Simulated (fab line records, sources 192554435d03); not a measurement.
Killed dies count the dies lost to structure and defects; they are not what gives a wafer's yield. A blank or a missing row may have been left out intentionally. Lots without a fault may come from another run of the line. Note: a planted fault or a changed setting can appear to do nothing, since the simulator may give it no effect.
Lot-split experiment ; flow n5Finfet ; route with 1938 steps; 7 lots, 21 wafers read

== SPLIT DETAILS ==
At N5_BEOL_M0_ETCH_109 (etches SiCN in CH3F/O2, target depth 8 nm, overetch 2.4 nm, time 27.4 s), the setting biasW was moved away from the recipe's 75 W on 6 of the 21 wafers read, by -16.2% to +4.6%. The other wafers ran this setting at the recipe's value.

The split's own step is where the reading is taken.

== THE READING ==
rfVppV, in V, at N5_BEOL_M0_ETCH_109 (etches SiCN in CH3F/O2, target depth 8 nm, overetch 2.4 nm, time 27.4 s). Typical for fault-free wafers on this fab line: 298.6 V, with standard deviation 1.5 V.

wafer;tool, chamber at the split;biasW as run, W;against the recipe;rfVppV, V;against lot-mates on the recipe
L077.1;rieDiel-04, 0;75;recipe;297.5;-
L077.2;rieDiel-04, 3;75;recipe;298.8;-
L077.5;rieDiel-04, 1;75;recipe;298.8;-
L078.1;rieDiel-04, 2;75;recipe;296.9;-
L078.2;rieDiel-04, 3;75;recipe;298.2;-
L078.4;rieDiel-04, 1;75;recipe;298.3;-
L079.2;rieDiel-05, 0;75;recipe;299.8;-
L079.5;rieDiel-05, 2;75;recipe;299.5;-
L079.6;rieDiel-05, 1;62.87;-16.2%;268.8;-30.8
L080.3;rieDiel-01, 3;78.48;+4.6%;305.9;+9.7
L080.4;rieDiel-01, 1;75;recipe;295.9;-
L080.6;rieDiel-01, 3;75;recipe;296.5;-
L085.2;rieDiel-05, 3;63.52;-15.3%;270.0;-30.9
L085.5;rieDiel-05, 0;63.52;-15.3%;269.4;-31.5
L085.6;rieDiel-05, 1;75;recipe;300.9;-
L092.3;rieDiel-05, 2;75;recipe;297.9;-
L092.4;rieDiel-05, 1;66.73;-11.0%;278.6;-19.3
L092.6;rieDiel-05, 3;66.73;-11.0%;278.6;-19.3
L094.2;rieDiel-05, 2;75;recipe;297.8;-
L094.3;rieDiel-05, 3;75;recipe;298.6;-
L094.6;rieDiel-05, 2;75;recipe;298.7;-

THE FIT
A straight line over all 21 wafers: rfVppV changes by +1.83 V for each +1% of biasW; r = +1.00; the points scatter about the line by 1.2 V.
The same after taking each lot's own level away (the mean of its wafers on the recipe; 21 wafers): +1.94 V for each +1%; r = +1.00; scatter 0.95 V.
Per that fit: largest biasW move, reading shift of 31 V.
Measured against the standard deviation above, the lots' own levels, which go from 296.20 to 300.90 V, span 3.1 times it.
So the lot-to-lot level changes the slope little: the two slopes agree.
Check: with one of the wafers moved furthest among these (-16.2%) left out of the fit, the line predicts -31.5 V for it against its lot-mates. Against them it came out at -30.8 V.
Tool readings at the split's step, against how far the setting was moved: rfVppV r = +1.00.

== OTHER SPLITS APPLIED TO THESE WAFERS ==
Other splits were also applied to these wafers ahead of the reading. Each is held against what the fit with the lots' levels taken away leaves over:
other split on the same wafers;wafers away from the commonest value;r with rfVppV (lot level and that fit taken away)
N5_WELL_APT_COAT_02 spinRpm;7;+0.13
N5_FIN_SAQP_ETCH_65 timeS;7;+0.23
N5_FIN_CUT_COAT_19 spinRpm;6;-0.03
N5_FIN_CUT_EXPOSE_05 doseMj;6;+0.49
N5_HKMG_FIN_COAT_30 spinRpm;3;+0.02
N5_HKMG_FIN_PEB_10 pebTimeS;7;+0.21
N5_MOL_CONTACT_COAG_COAT_58 spinRpm;7;+0.22
N5_MOL_CONTACT_COAG_ETCH_91 sourceW;9;+0.09
N5_BEOL_M0_SAQP_COAT_72 spinRpm;4;+0.16

== THE FILE'S OWN FIT ==
rfVppV changes by +1.93 V for each +1% of biasW, r = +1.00.
